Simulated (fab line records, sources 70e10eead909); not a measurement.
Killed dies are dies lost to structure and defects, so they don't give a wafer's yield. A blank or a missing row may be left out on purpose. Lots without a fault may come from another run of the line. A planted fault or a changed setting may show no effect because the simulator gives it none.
Which tool did it? | flow nand_harc | 9 lots, 27 wafers sampled, at 5 steps of a route of 1159

WHAT THE GAUGES READ, wafer by wafer
NHARC_END_SORT_01.
lot  | measured     | on        | defect_limited_yield (%)
L466 | day 20 03:19 | prober-01 | 97.0 97.2 96.8
L477 | day 23 18:50 | prober-01 | 97.2 94.8 94.7
L476 | day 24 02:34 | prober-01 | 97.2 97.0 96.6

WHICH TOOL RAN EACH LOT (tool, then ch and the chambers of the sampled wafers, then the start)
lot  | NHARC_P_M2_PRE_CLEAN_32         | NHARC_P_M2_DEP_33               | NHARC_P_BONDPAD_ETCH_24            | NHARC_P_BONDPAD_ANNEAL_28
L462 | pecvd-03 ch 0,1,2, day 6 10:23  | pecvd-03 ch 0,1,2, day 6 10:28  | rie_diel-04 ch 0,2,3, day 6 12:52  | rtp_anneal-01 ch 0, day 6 14:02
L464 | pecvd-03 ch 0,2, day 6 22:35    | pecvd-03 ch 0,2, day 6 22:41    | rie_diel-04 ch 1,2, day 7 01:33    | rtp_anneal-02 ch 0, day 7 02:44
L463 | pecvd-03 ch 0,2, day 6 23:02    | pecvd-03 ch 0,2, day 6 23:11    | rie_diel-04 ch 1,2,3, day 7 02:02  | rtp_anneal-02 ch 0, day 7 03:17
L466 | pecvd-04 ch 0,1,2, day 7 07:06  | pecvd-04 ch 0,1,2, day 7 07:11  | rie_diel-04 ch 0,1,2, day 7 09:28  | rtp_anneal-02 ch 0, day 7 10:41
L474 | pecvd-01 ch 2, day 9 14:28      | pecvd-01 ch 2, day 9 14:35      | rie_diel-04 ch 2,3, day 9 17:23    | rtp_anneal-02 ch 0, day 9 18:34
L477 | pecvd-04 ch 0,1,2, day 10 05:22 | pecvd-04 ch 0,1,2, day 10 05:27 | rie_diel-12 ch 0,1, day 10 07:46   | rtp_anneal-02 ch 0, day 10 08:58
L476 | pecvd-03 ch 0,1,2, day 10 05:47 | pecvd-03 ch 0,1,2, day 10 05:52 | rie_diel-10 ch 0,2,3, day 10 08:17 | rtp_anneal-01 ch 0, day 10 09:28
L480 | pecvd-04 ch 1,2, day 10 18:47   | pecvd-04 ch 1,2, day 10 18:51   | rie_diel-12 ch 0,2, day 10 21:13   | rtp_anneal-02 ch 0, day 10 22:27
L483 | pecvd-04 ch 0,1,2, day 11 11:57 | pecvd-04 ch 0,1,2, day 11 12:02 | rie_diel-10 ch 0,3, day 11 14:26   | rtp_anneal-01 ch 0, day 11 15:41
- NHARC_P_M2_PRE_CLEAN_32: time 12 s.
- NHARC_P_M2_DEP_33: deposits SiCN, target thk 30 nm.
- NHARC_P_BONDPAD_ETCH_24: etches the open film in CF4/N2, target depth 30 nm, time 72.99 s.
- NHARC_P_BONDPAD_ANNEAL_28: time 90 s.

THE ANSWER, worked out from the rows above alone
Rule: what is usual is taken from the lots themselves. Put in order of their means at a reading, lots are off if they are a third of the lots or fewer, leave a main group of 4 or more, and stand apart from it by a gap of 3 or more times the standard deviation of the main group's means; of several such gaps the widest counts. A main group whose means are all the same, to the digits that the tables above print for the reading, isn't used. A lot without any number at a reading at which 4 lots or more have one is off too. The other lots that the step has rows for count as sound.
No lot is off at any reading shown: from this, nothing can be told.

WHAT THE SIMULATOR HAD PUT IN
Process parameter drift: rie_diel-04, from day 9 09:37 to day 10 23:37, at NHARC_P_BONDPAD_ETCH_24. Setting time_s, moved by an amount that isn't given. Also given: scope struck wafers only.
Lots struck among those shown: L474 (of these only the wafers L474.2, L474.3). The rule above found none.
